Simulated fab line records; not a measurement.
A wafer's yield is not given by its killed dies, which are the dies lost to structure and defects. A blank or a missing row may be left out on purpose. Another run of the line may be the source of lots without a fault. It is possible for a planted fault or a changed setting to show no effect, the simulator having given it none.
Matching of chambers    flow n5 finfet    N5_DUMMY_REMOVAL_STRIP_10 on rie diel-06: 4 sister chambers
The step strips in N2/H2, time 40 s. 8 wafers are shown with their chamber, then 12 later ones without.

WAFERS WITH THEIR CHAMBER
wafer   chamber  drypump motor current A (A)  throttle valve pct (%)
L084.4  3        5.2                          12.51
L085.3  3        5.1                          12.50
L089.3  2        5.8                          12.23
L089.4  1        5.8                          12.52
L090.2  2        5.8                          12.23
L093.1  1        5.7                          11.89
L093.3  0        5.4                          12.52
L093.6  0        5.4                          12.49

WAFERS WITH NO CHAMBER GIVEN
wafer   drypump motor current A (A)  throttle valve pct (%)
L094.1  5.8                          11.90
L094.2  5.9                          12.25
L094.3  5.4                          12.51
L095.2  5.8                          12.26
L095.3  5.4                          12.53
L095.6  5.2                          11.91
L096.4  5.7                          11.90
L096.5  5.2                          11.92
L096.6  5.8                          12.24
L097.1  5.2                          11.91
L097.3  5.7                          11.89
L097.6  5.2                          11.92

CHAMBER TAKEN BY EACH
wafer   from the rows above      in truth
L094.1  can't be placed: 2 or 1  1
L094.2  can't be placed: 2 or 1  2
L094.3  0                        0
L095.2  can't be placed: 2 or 1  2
L095.3  0                        0
L095.6  can't be placed: 3 or 0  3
L096.4  can't be placed: 1 or 2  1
L096.5  can't be placed: 3 or 0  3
L096.6  can't be placed: 2 or 1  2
L097.1  can't be placed: 3 or 0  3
L097.3  can't be placed: 1 or 2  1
L097.6  can't be placed: 3 or 0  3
Correct placement for 2 of the 12. Can't be placed from these rows: 10 (the true chamber is among the candidates in 10). Number placed wrongly: 0.
How it was worked out, from the rows above alone: a wafer's distance from a chamber is the root of the sum, over the readings, of the square of ((its reading less the chamber's mean) divided by the reading's scatter). If the next closest chamber is less than 2 further off than the closest, the wafer can't be placed; otherwise it belongs to the closest. Each chamber's mean is taken over the wafers shown for it. The scatter is the square root of a quotient: the sum, over the shown wafers, of each reading's squared deviation from its chamber's mean, divided by wafers minus chambers.
